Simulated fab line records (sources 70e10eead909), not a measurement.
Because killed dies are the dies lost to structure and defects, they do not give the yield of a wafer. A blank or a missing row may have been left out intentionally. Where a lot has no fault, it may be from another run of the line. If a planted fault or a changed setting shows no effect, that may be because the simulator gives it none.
Matching of chambers :: flow nandHarc :: NHARC_A_CONTACT_DEP_24 on pecvd-02 has 3 sister chambers
The step deposits SiO2, target thk 500 nm. 24 wafers are shown with their chamber, then 12 later ones without.

== WAFERS PAIRED WITH THEIR CHAMBERS ==
wafer: L079.1
chamber: 1
showerheadVppV (V): 1898
throttleValvePct (%): 15.6
heaterPowerW (W): 500

wafer: L079.3
chamber: 0
showerheadVppV (V): 1700
throttleValvePct (%): 16.5
heaterPowerW (W): 581

wafer: L079.4
chamber: 1
showerheadVppV (V): 1944
throttleValvePct (%): 15.4
heaterPowerW (W): 501

wafer: L075.1
chamber: 0
showerheadVppV (V): 1708
throttleValvePct (%): 16.7
heaterPowerW (W): 631

wafer: L075.3
chamber: 1
showerheadVppV (V): 1919
throttleValvePct (%): 15.5
heaterPowerW (W): 406

wafer: L075.4
chamber: 2
showerheadVppV (V): 1900
throttleValvePct (%): 16.5
heaterPowerW (W): 423

wafer: L077.2
chamber: 0
showerheadVppV (V): 1740
throttleValvePct (%): 16.7
heaterPowerW (W): 589

wafer: L077.3
chamber: 1
showerheadVppV (V): 1911
throttleValvePct (%): 15.5
heaterPowerW (W): 413

wafer: L077.4
chamber: 0
showerheadVppV (V): 1703
throttleValvePct (%): 16.7
heaterPowerW (W): 610

wafer: L081.1
chamber: 1
showerheadVppV (V): 1864
throttleValvePct (%): 15.6
heaterPowerW (W): 393

wafer: L081.2
chamber: 2
showerheadVppV (V): 1887
throttleValvePct (%): 16.9
heaterPowerW (W): 406

wafer: L081.6
chamber: 0
showerheadVppV (V): 1709
throttleValvePct (%): 17.0
heaterPowerW (W): 535

wafer: L085.1
chamber: 1
showerheadVppV (V): 1891
throttleValvePct (%): 15.5
heaterPowerW (W): 443

wafer: L085.2
chamber: 0
showerheadVppV (V): 1725
throttleValvePct (%): 16.8
heaterPowerW (W): 625

wafer: L085.3
chamber: 2
showerheadVppV (V): 1932
throttleValvePct (%): 16.9
heaterPowerW (W): 384

wafer: L087.2
chamber: 0
showerheadVppV (V): 1694
throttleValvePct (%): 16.7
heaterPowerW (W): 632

wafer: L087.4
chamber: 2
showerheadVppV (V): 1920
throttleValvePct (%): 16.9
heaterPowerW (W): 373

wafer: L087.5
chamber: 0
showerheadVppV (V): 1697
throttleValvePct (%): 16.8
heaterPowerW (W): 480

wafer: L088.1
chamber: 1
showerheadVppV (V): 1928
throttleValvePct (%): 15.5
heaterPowerW (W): 398

wafer: L088.2
chamber: 2
showerheadVppV (V): 1953
throttleValvePct (%): 16.8
heaterPowerW (W): 417

wafer: L088.5
chamber: 0
showerheadVppV (V): 1719
throttleValvePct (%): 16.9
heaterPowerW (W): 634

wafer: L091.1
chamber: 0
showerheadVppV (V): 1711
throttleValvePct (%): 17.3
heaterPowerW (W): 556

wafer: L091.3
chamber: 2
showerheadVppV (V): 1879
throttleValvePct (%): 17.1
heaterPowerW (W): 340

wafer: L091.4
chamber: 2
showerheadVppV (V): 1896
throttleValvePct (%): 17.1
heaterPowerW (W): 361

SIGNATURES (means of the wafers above)
reading: showerheadVppV
chamber 0: 1710.60
chamber 1: 1907.86
chamber 2: 1909.57
scatter within a chamber: 22

reading: throttleValvePct
chamber 0: 16.810
chamber 1: 15.514
chamber 2: 16.886
scatter within a chamber: 0.183

reading: heaterPowerW
chamber 0: 587.30
chamber 1: 436.29
chamber 2: 386.29
scatter within a chamber: 44.7
Rule: distance of a wafer from a chamber = root of the sum over the readings of ((wafer's reading minus chamber's mean) / reading's scatter) squared. If the next closest chamber is less than 2 further off than the closest, the wafer can't be placed; otherwise it belongs to the closest. The scatter is the square root of a quotient: the sum, over the shown wafers, of each reading's squared deviation from its chamber's mean, divided by wafers minus chambers.

== WAFERS WITHOUT THEIR CHAMBER ==
wafer: L094.1
showerheadVppV (V): 1869
throttleValvePct (%): 16.9
heaterPowerW (W): 430

wafer: L094.2
showerheadVppV (V): 1703
throttleValvePct (%): 16.9
heaterPowerW (W): 579

wafer: L094.6
showerheadVppV (V): 1933
throttleValvePct (%): 15.5
heaterPowerW (W): 501

wafer: L093.3
showerheadVppV (V): 1920
throttleValvePct (%): 15.5
heaterPowerW (W): 458

wafer: L093.4
showerheadVppV (V): 1902
throttleValvePct (%): 16.9
heaterPowerW (W): 394

wafer: L093.6
showerheadVppV (V): 1912
throttleValvePct (%): 15.9
heaterPowerW (W): 476

wafer: L095.1
showerheadVppV (V): 1915
throttleValvePct (%): 15.8
heaterPowerW (W): 395

wafer: L095.4
showerheadVppV (V): 1935
throttleValvePct (%): 15.6
heaterPowerW (W): 426

wafer: L095.6
showerheadVppV (V): 1687
throttleValvePct (%): 17.1
heaterPowerW (W): 492

wafer: L096.2
showerheadVppV (V): 1892
throttleValvePct (%): 16.9
heaterPowerW (W): 370

wafer: L096.3
showerheadVppV (V): 1729
throttleValvePct (%): 17.2
heaterPowerW (W): 487

wafer: L096.6
showerheadVppV (V): 1713
throttleValvePct (%): 17.1
heaterPowerW (W): 536

== CHAMBER TAKEN BY EACH ==
wafer: L094.1
from the rows above: 2
in truth: 2

wafer: L094.2
from the rows above: 0
in truth: 0

wafer: L094.6
from the rows above: 1
in truth: 1

wafer: L093.3
from the rows above: 1
in truth: 1

wafer: L093.4
from the rows above: 2
in truth: 2

wafer: L093.6
from the rows above: 1
in truth: 1

wafer: L095.1
from the rows above: 1
in truth: 1

wafer: L095.4
from the rows above: 1
in truth: 1

wafer: L095.6
from the rows above: 0
in truth: 0

wafer: L096.2
from the rows above: 2
in truth: 2

wafer: L096.3
from the rows above: 0
in truth: 0

wafer: L096.6
from the rows above: 0
in truth: 0
Correct placement for 12 of the 12. Number that these rows cannot place: 0. Number placed wrongly: 0.
